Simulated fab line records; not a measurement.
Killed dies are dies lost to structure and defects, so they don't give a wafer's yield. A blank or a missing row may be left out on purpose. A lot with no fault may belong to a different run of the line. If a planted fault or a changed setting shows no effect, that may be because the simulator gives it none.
Matching of chambers    flow nand_harc    NHARC_P_GATE_DEP_103 on pecvd-02: 3 sister chambers
The step deposits SiON, target thk 30 nm. 33 wafers are shown with their chamber, then 12 later ones without.

WAFERS, EACH WITH ITS CHAMBER
wafer   chamber  heater_power_w (W)
L075.1  1        762
L075.5  1        759
L075.6  2        789
L075.2  0        557
L075.3  2        783
L075.4  0        565
L077.1  2        774
L077.3  0        620
L077.4  1        791
L077.2  1        807
L077.5  0        602
L077.6  2        761
L078.1  1        823
L078.3  0        609
L078.5  0        590
L081.1  2        705
L081.2  1        862
L081.3  0        568
L084.2  0        613
L084.3  2        761
L084.6  2        772
L085.2  1        880
L085.3  0        612
L085.4  2        704
L086.1  2        754
L086.4  2        735
L086.6  0        557
L090.1  2        776
L090.3  1        862
L090.6  0        576
L092.1  1        807
L092.2  0        542
L092.5  2        758

SIGNATURES (means of the wafers above)
reading         chamber 0  chamber 1  chamber 2  scatter within a chamber
heater_power_w  584.25     817.00     756.00     32.5
Rule: distance of a wafer from a chamber = root of the sum over the readings of ((wafer's reading minus chamber's mean) / reading's scatter) squared. If the next closest chamber is less than 2 further off than the closest, the wafer can't be placed; otherwise it belongs to the closest. How the scatter is found: for the shown wafers, subtract from each reading the mean of its chamber, square and add these, divide the total by (wafers less chambers), then take the root.

WAFERS WITHOUT THEIR CHAMBER
wafer   heater_power_w (W)
L093.3  777
L093.5  600
L093.6  779
L095.2  778
L095.5  778
L095.6  658
L096.2  728
L096.3  750
L096.4  739
L096.1  626
L096.5  737
L096.6  626

THE CHAMBER EACH PASSED THROUGH
wafer   from the rows above      in truth
L093.3  can't be placed: 2 or 1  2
L093.5  0                        0
L093.6  can't be placed: 2 or 1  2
L095.2  can't be placed: 2 or 1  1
L095.5  can't be placed: 2 or 1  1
L095.6  can't be placed: 0 or 2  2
L096.2  can't be placed: 2 or 1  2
L096.3  can't be placed: 2 or 1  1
L096.4  can't be placed: 2 or 1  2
L096.1  0                        0
L096.5  can't be placed: 2 or 1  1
L096.6  0                        0
Placed correctly: 3 of 12. Not placeable from these rows: 9 (in 9, the candidates include the true chamber). Placed wrongly: 0.
